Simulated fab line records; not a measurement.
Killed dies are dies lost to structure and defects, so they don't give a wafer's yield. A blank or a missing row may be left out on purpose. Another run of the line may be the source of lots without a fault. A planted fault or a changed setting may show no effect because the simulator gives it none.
Struck lot and sound lot, side by side    flow nand-harc    15 steps out of a route of 1159
Sound: the wafers L918.2, L918.3, L918.6. Struck: wafer L900.6. (L900.3, L900.5 of the same lot were not struck and are left out.) The cause comes at the end.
At each step with rows: each side's tool, then ch and its chambers, then its first start. Under that, the readings that differ: sound wafers    struck wafers    difference of the means    sigmas: that difference in standard deviations of wafers without a fault.
alike: a reading whose means differ by less than 2 such deviations, as well as words and numbers matching on both sides. not compared: withheld readings; readings where some wafer has no value; bounds like >300 that might hide an equal value; numbers whose values overlap and for which the record gives no deviation.
A row with sigmas, a row that says differs or no value, or rows on one side alone: a step with any of these is where the two part. When numbers do not overlap yet have no deviation, they are printed without sigmas and do not part them. A reading missing from all wafers of one side parts the sides only when that side holds two or more wafers.

first, 4 steps without rows for these wafers: NHARC_P_BONDPAD_EBR_05; NHARC_P_BONDPAD_EXPOSE_06 (exposes mask P BPAD); NHARC_P_BONDPAD_PEB_07 (peb time 80 s); NHARC_P_BONDPAD_DEVELOP_08 (time 50 s).
NHARC_P_BONDPAD_CD_MEAS_09 targets a cd of 500 nm.
  sound on cd-sem-02 ch 0, day 11 14:33; struck on cd-sem-03 ch 0, day 7 03:32
reading     sound              struck  difference  sigmas
cd-nm (nm)  500.4 501.4 500.1  497.7   -2.9        -2
NHARC_P_BONDPAD_OVL_MEAS_38:
  struck on overlay-02, day 7 03:37; sound on overlay-02, day 11 14:38
reading            sound     struck  difference  sigmas
overlay-x-nm (nm)  -1 -1 -1  -13     -12         -2
  alike: overlay-y-nm
then, 1 step without rows for these wafers: NHARC_P_BONDPAD_HARDBAKE_10 (time 65 s).
NHARC_P_BONDPAD_DESCUM_11: chemistry O2, time 3 s.
  sound on rie-diel-11 ch 0,3, day 11 14:46; struck on rie-diel-11 ch 1, day 7 03:45
reading                 sound                 struck  difference  sigmas
throttle-valve-pct (%)  11.298 11.305 11.307  11.327  +0.024      +3
  alike: drypump-motor-current-A, o2-flow-sccm, oes-product-au, rf-vpp-V, showerhead-plenum-p-Torr
  not compared: rf-hours-counter-h
NHARC_P_BONDPAD_ETCH_37: etches the open film in N2/H2, target depth 60 nm, overetch 18 nm, time 65.91 s.
  sound on rie-diel-11 ch 1,2, day 11 14:52; struck on rie-diel-11 ch 0, day 7 03:52
reading                sound              struck  difference  sigmas
oes-product-au (a.u.)  1.020 1.012 1.013  0.997   -0.018      -2
  alike: drypump-motor-current-A, rf-vpp-V, run-length-s, showerhead-plenum-p-Torr, throttle-valve-pct
  not compared: rf-hours-counter-h
NHARC_P_BONDPAD_ETCH_12: etches the open film in CHF3/O2, target depth 200 nm, time 100 s.
  sound: rie-diel-11 ch 0,1; struck: rie-diel-11 ch 3
  alike: drypump-motor-current-A, o2-flow-sccm, oes-product-au, rf-vpp-V, run-length-s, showerhead-plenum-p-Torr, throttle-valve-pct
  not compared: rf-hours-counter-h
NHARC_P_BONDPAD_CD_MEAS_13:
  struck on cd-sem-02, day 7 04:07; sound on cd-sem-03, day 11 15:07
reading     sound              struck  difference  sigmas
cd-nm (nm)  500.9 501.0 500.6  496.8   -4.0        -3
NHARC_P_BONDPAD_STRIP_15: strips in O2.
  sound on rie-diel-11 ch 1,2,3, day 11 15:16; struck on rie-diel-11 ch 3, day 7 04:13
reading                sound              struck  difference  sigmas
oes-product-au (a.u.)  1.016 1.002 1.012  0.984   -0.026      -3
  alike: drypump-motor-current-A, o2-flow-sccm, rf-vpp-V, showerhead-plenum-p-Torr, throttle-valve-pct
  not compared: rf-hours-counter-h
NHARC_P_BONDPAD_ETCH_24: etches the open film in CF4/N2, target depth 30 nm, time 72.99 s.
  sound on rie-diel-11 ch 0,3, day 11 15:25; struck on rie-diel-11 ch 0, day 7 04:20
reading           sound           struck  difference  sigmas
run-length-s (s)  94.8 94.3 94.6  77.5    -17.1       -38
  alike: drypump-motor-current-A, oes-product-au, rf-vpp-V, showerhead-plenum-p-Torr, throttle-valve-pct
  not compared: rf-hours-counter-h
then, 1 step without rows for these wafers: NHARC_P_BONDPAD_STRIP_16 (strips in post etch residue remover, time 600 s).
NHARC_END_SORT_01:
  the record has rows for the sound wafers here (prober-02 ch 0, day 24 16:49) and none for the struck ones

== WHERE THEY PART ==
At NHARC_P_BONDPAD_CD_MEAS_09 first; at NHARC_END_SORT_01 last (within this record only).

WHY: the cause the simulator had injected
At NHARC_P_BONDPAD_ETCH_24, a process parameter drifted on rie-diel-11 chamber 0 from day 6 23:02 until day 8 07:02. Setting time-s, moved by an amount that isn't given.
